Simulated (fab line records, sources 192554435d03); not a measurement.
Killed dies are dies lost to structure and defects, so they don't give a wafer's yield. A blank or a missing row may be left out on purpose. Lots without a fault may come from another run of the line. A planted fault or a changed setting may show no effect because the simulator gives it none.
Chamber matching | flow n5_finfet | N5_HKMG_FIN_ETCH_86 on rie_diel-02: 4 sister chambers
The step etches SOC in N2/H2, stops on TiN, target depth 393.2 nm. 14 wafers are shown with their chamber, then 6 later ones without.

WAFERS WITH THEIR CHAMBER
wafer  | chamber | drypump_motor_current_A (A) | oes_product_au (a.u.) | rf_vpp_V (V)
L718.1 | 3       | 5.9                         | 0.72                  | 241.2
L718.5 | 3       | 5.9                         | 0.72                  | 240.8
L720.2 | 3       | 5.9                         | 0.72                  | 240.7
L720.3 | 1       | 5.5                         | 0.96                  | 241.2
L720.4 | 2       | 6.2                         | 0.82                  | 240.1
L721.1 | 1       | 5.5                         | 0.96                  | 241.3
L721.2 | 2       | 6.2                         | 0.82                  | 239.9
L721.4 | 0       | 5.1                         | 0.90                  | 239.9
L722.1 | 1       | 5.5                         | 0.94                  | 238.9
L722.4 | 0       | 5.1                         | 0.91                  | 240.8
L722.6 | 0       | 5.1                         | 0.90                  | 240.9
L723.1 | 1       | 5.5                         | 0.93                  | 240.1
L723.3 | 0       | 5.0                         | 0.90                  | 239.4
L723.6 | 0       | 5.0                         | 0.90                  | 240.2

SIGNATURES (means of the wafers above)
reading                 | chamber 0 | chamber 1 | chamber 2 | chamber 3 | scatter within a chamber
drypump_motor_current_A | 5.060     | 5.500     | 6.200     | 5.900     | 0.0346
oes_product_au          | 0.9020    | 0.9475    | 0.8200    | 0.7200    | 0.00869
rf_vpp_V                | 240.240   | 240.375   | 240.000   | 240.900   | 0.743
Rule: a wafer's distance from a chamber is the root of the sum, over the readings, of the square of ((its reading less the chamber's mean) divided by the reading's scatter). The wafer belongs to the nearest chamber; if the next one is less than 2 further off, it can't be placed. The scatter: the root of (the sum of the squares of (reading less its chamber's mean) over the shown wafers, divided by (wafers less chambers)).

WAFERS WITHOUT THEIR CHAMBER
wafer  | drypump_motor_current_A (A) | oes_product_au (a.u.) | rf_vpp_V (V)
L728.2 | 5.5                         | 0.90                  | 238.7
L728.3 | 6.0                         | 0.70                  | 239.7
L728.6 | 5.5                         | 0.89                  | 238.2
L738.1 | 6.0                         | 0.69                  | 240.2
L738.5 | 6.2                         | 0.77                  | 239.4
L738.6 | 5.5                         | 0.85                  | 240.8

WHICH CHAMBER EACH WENT THROUGH
wafer  | from the rows above | in truth
L728.2 | 1                   | 1
L728.3 | 3                   | 3
L728.6 | 1                   | 1
L738.1 | 3                   | 3
L738.5 | 2                   | 2
L738.6 | 1                   | 1
Placed correctly: 6 of 6. Can't be placed from these rows: 0. Placed wrongly: 0.
